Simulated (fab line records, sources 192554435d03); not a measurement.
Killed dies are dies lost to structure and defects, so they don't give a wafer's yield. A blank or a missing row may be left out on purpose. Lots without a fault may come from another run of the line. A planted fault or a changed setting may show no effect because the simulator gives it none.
Chamber matching | flow n5_finfet | N5_BEOL_M1_STRIP_19 on rie_diel-05: 4 sister chambers
The step strips in O2. 4 wafers are shown with their chamber, then 7 later ones without.

WAFERS WITH THEIR CHAMBER
wafer  | chamber | showerhead_plenum_p_Torr (Torr)
L083.6 | 1       | 1.97
L086.4 | 2       | 2.06
L093.1 | 0       | 2.08
L093.4 | 3       | 2.18

WAFERS WITHOUT THEIR CHAMBER
wafer  | showerhead_plenum_p_Torr (Torr)
L093.6 | 2.08
L095.2 | 2.08
L095.3 | 2.23
L095.6 | 2.23
L097.3 | 2.08
L097.4 | 2.23
L097.6 | 2.08

WHICH CHAMBER EACH WENT THROUGH
wafer  | from the rows above     | in truth
L093.6 | can't be placed: 0 or 2 | 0
L095.2 | can't be placed: 0 or 2 | 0
L095.3 | 3                       | 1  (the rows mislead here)
L095.6 | 3                       | 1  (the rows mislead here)
L097.3 | can't be placed: 0 or 2 | 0
L097.4 | 3                       | 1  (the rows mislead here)
L097.6 | can't be placed: 0 or 2 | 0
Placed correctly: 0 of 7. Can't be placed from these rows: 4 (the true chamber is among the candidates in 4). Placed wrongly: 3.
How it was worked out, from the rows above alone: a wafer's distance from a chamber is the root of the sum, over the readings, of the square of ((its reading less the chamber's mean) divided by the reading's scatter). The wafer belongs to the nearest chamber; if the next one is less than 2 further off, it can't be placed. A chamber's mean is the mean of its shown wafers. The scatter: with one shown wafer a chamber, the root of the mean of the squares of how far each hidden wafer lies from its nearest shown one.
